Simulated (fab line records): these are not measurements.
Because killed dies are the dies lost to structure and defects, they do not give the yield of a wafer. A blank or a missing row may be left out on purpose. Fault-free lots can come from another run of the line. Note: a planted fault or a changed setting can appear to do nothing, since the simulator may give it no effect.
Check for tools in common ; flow n5-finfet ; 7 lots, 21 wafers sampled

## WHY IT WAS OPENED
At N5_SD_EPI_N_INSPECT_26 the reading raw-defect-count is flagged on 2 of 7 lots. Wafers without a fault read 229, standard deviation 45.
Rule: a lot gets a flag if all its wafers with a number sit over 4 standard deviations from that mean, or if no wafer of it has a number. As for the other lots, they are considered sound.

lot;measured;on;raw-defect-count, wafer by wafer;flag
L174;day 4 07:59;defect-inspect-01;267 163 182;
L176;day 4 21:04;defect-inspect-01;212 139 179;
L179;day 5 15:05;defect-inspect-01;817 811 899;FLAGGED
L183;day 6 17:38;defect-inspect-01;216 208 247;
L184;day 6 19:24;defect-inspect-02;790 776 788;FLAGGED
L191;day 8 14:02;defect-inspect-01;268 259 353;
L193;day 8 23:13;defect-inspect-01;241 252 234;
Average over the flagged lots: 814; offset from the usual +584, equal to +13 standard deviations.

## WHICH TOOL EACH LOT WENT THROUGH
2 process steps preceding the reading are held in the record, out of 1938 steps in the route. Every cell lists first the tool, next ch and the chambers used by the sampled wafers, and last the start.
lot;flag;N5_DUMMY_GATE_ETCH_42;N5_SD_EPI_N_STRIP_38
L174;;rie-diel-06 ch 0,1,2, day 4 02:47;plasma-asher-01 ch 0,1, day 4 04:50
L176;;rie-diel-02 ch 1,3, day 4 13:16;plasma-asher-01 ch 0,1, day 4 17:03
L179;FLAGGED;rie-diel-02 ch 0,2,3, day 5 09:36;plasma-asher-01 ch 0,1, day 5 11:36
L183;;rie-diel-04 ch 1,3, day 6 12:16;plasma-asher-02 ch 0,1, day 6 14:25
L184;FLAGGED;rie-diel-02 ch 0,1, day 6 13:50;plasma-asher-01 ch 0,1, day 6 15:58
L191;;rie-diel-06 ch 0,2, day 8 07:59;plasma-asher-02 ch 0,1, day 8 10:08
L193;;rie-diel-06 ch 2,3, day 8 17:32;plasma-asher-02 ch 0,1, day 8 20:02
What these steps do:
- N5_DUMMY_GATE_ETCH_42: etches SiO2 in CHF3/O2, target depth 3.5 nm, time 31 s.
- N5_SD_EPI_N_STRIP_38: strips in N2/H2.
- N5_SD_EPI_N_INSPECT_26: inspects for defects (darkfield).

## FLAGGED OVER TOTAL, TOOL BY TOOL (the gauges that took the reading come last)
step;tool;lots run;flagged;share of the flagged lots;sound lots run after its first flagged lot
N5_DUMMY_GATE_ETCH_42;rie-diel-02;3;2;all;0
N5_DUMMY_GATE_ETCH_42;rie-diel-04;1;0;none;-
N5_DUMMY_GATE_ETCH_42;rie-diel-06;3;0;none;-
N5_SD_EPI_N_STRIP_38;plasma-asher-01;4;2;all;0
N5_SD_EPI_N_STRIP_38;plasma-asher-02;3;0;none;-
N5_SD_EPI_N_INSPECT_26;defect-inspect-01;6;1;some;3 (L183,L191,L193)
N5_SD_EPI_N_INSPECT_26;defect-inspect-02;1;1;some;0

## WHAT THE TABLE PERMITS
2 rows of the table ran every flagged lot: rie-diel-02 at N5_DUMMY_GATE_ETCH_42, plasma-asher-01 at N5_SD_EPI_N_STRIP_38.
- rie-diel-02 at N5_DUMMY_GATE_ETCH_42: 2 of its 3 lots flagged. A fault beginning between L176 (day 4 13:16), its last sound lot, and L179 (day 5 09:36), its first flagged one, fits the data.
- plasma-asher-01 at N5_SD_EPI_N_STRIP_38: 2 of its 4 lots flagged. A fault beginning between L176 (day 4 17:03), its last sound lot, and L179 (day 5 11:36), its first flagged one, fits the data.
Because each of these 2 tools fits a fault that began at some hour, counting lots does not separate them. More lots, or a look at what each step does to the wafer, might.

## WHAT THE SIMULATOR PUT IN
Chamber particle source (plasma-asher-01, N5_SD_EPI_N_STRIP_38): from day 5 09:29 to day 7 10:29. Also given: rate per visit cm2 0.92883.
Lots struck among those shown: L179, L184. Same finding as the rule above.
